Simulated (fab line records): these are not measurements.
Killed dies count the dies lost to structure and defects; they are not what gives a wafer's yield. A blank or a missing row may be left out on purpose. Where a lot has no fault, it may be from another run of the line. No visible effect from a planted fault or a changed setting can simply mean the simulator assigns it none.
One fault seen from 2 desks -- flow n5 finfet -- numbers are kept per desk, each desk with only its own; the story behind them comes last

== METROLOGY DESK ==
What the gauges read, lot by lot, whatever tool the lot ran on: means of the sampled wafers that have a number. Any lot whose mean is over 4 standard deviations away from the usual mean is out of limits and marked OUT; that distance is given in the brackets. It has 12 readings, of which 7 appear: the earliest out of limits, and the ones furthest out on some lot.
Columns: A = CJ_P at N5_BEOL_M4_RC_MEAS_101, usual 5.80; B = IOFF_P at N5_BEOL_M4_RC_MEAS_101, usual 0.22 nA/um; C = ION_P at N5_BEOL_M4_RC_MEAS_101, usual 466 uA/um; D = REXT_P at N5_BEOL_M4_RC_MEAS_101, usual 100.4 ohm.um; E = SS_N at N5_BEOL_M4_RC_MEAS_101, usual 71.5 mV/dec; F = VT_N at N5_BEOL_M4_RC_MEAS_101, usual 249 mV; G = VT_P at N5_BEOL_M4_RC_MEAS_101, usual -248.9 mV
lot,first seen here,A,B,C,D,E,F,G
L724,day 8 17:48,5.81,0.19,461,100.9,71.5,251,-250.5
L725,day 9 08:14,5.85,0.24,464,99.2,71.9,247,-247.8
L726,day 9 09:10,5.81,0.21,459,101.3,72.2,250,-250.8
L730,day 10 01:01,5.98,0.30,482,102.9,71.4,244,-243.4
L732,day 10 18:19,5.92,0.21,464,102.3,71.6,251,-247.1
L736,day 11 23:54,5.35,0.24,468,97.7,72.6,251,-247.9
L741,day 12 17:35,4.33 (-6.4) OUT,0.18,436,108.5,71.3,248,-255.3
L740,day 12 17:38,5.09,0.19,455,103.6,71.4,250,-250.8
L746,day 14 01:23,5.80,0.23,468,102.7,71.6,248,-248.5
Per this desk, out of limits: L741; the first was L741, day 12 17:35 (CJ_P at N5_BEOL_M4_RC_MEAS_101). L724, L725, L726, L730, L732, L736, L740, L746: within limits.

== THE TOOL OWNER'S DESK: rie si-02 ==
The tool's own readings at N5_SD_EPI_P_SD_RECESS_17 (chemistry HBr/Cl2/O2, target depth 39.1 nm, bt time 3 s): means of the sampled wafers that have a number, for each lot that ran on this tool. Any lot whose mean is over 4 standard deviations away from the usual mean is out of limits and marked OUT; that distance is given in the brackets.
Columns: A = HBr_flow_sccm at N5_SD_EPI_P_SD_RECESS_17, usual 150.0 sccm; B = drypump motor current A at N5_SD_EPI_P_SD_RECESS_17, usual 5.8 A; C = oes_o_777_au at N5_SD_EPI_P_SD_RECESS_17, usual 0.989 a.u.; D = oes product au at N5_SD_EPI_P_SD_RECESS_17, usual 0.994 a.u.; E = throttle valve pct at N5_SD_EPI_P_SD_RECESS_17, usual 37.11 %
lot,first seen here,A,B,C,D,E
L724,day 3 12:37,150.1,5.9,0.973,0.993,36.84
L725,day 3 18:50,150.1,5.8,0.988,0.987,36.90
L726,day 4 01:00,150.3,5.9,0.990,0.986,37.22
L730,day 5 01:58,150.2,6.0,0.979,0.992,37.16
L736,day 6 13:51,150.2,5.9,0.977,0.990,37.02
L740,day 7 14:35,149.9,6.0,0.971,0.994,37.27
L741,day 7 17:38,149.9,5.8,0.985,0.987,37.08
This desk's verdict: no lot among the 7 shows anything out of limits.

== ALL TOGETHER ==
The metrology desk could have raised an alarm at day 12 17:35, on L741.
The tool owner's desk saw nothing out of limits.
The tool owner's desk has L741 on record, within its limits.
Every lot named ran N5_SD_EPI_P_SD_RECESS_17 on rie si-02.

== WHAT HAD BEEN PUT IN BY THE SIMULATOR ==
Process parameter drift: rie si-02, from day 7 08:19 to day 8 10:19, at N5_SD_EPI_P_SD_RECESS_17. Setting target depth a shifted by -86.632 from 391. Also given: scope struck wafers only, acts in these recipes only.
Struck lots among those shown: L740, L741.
Delay in hours, fault start to first out-of-limits reading, per desk: metrology desk 129.
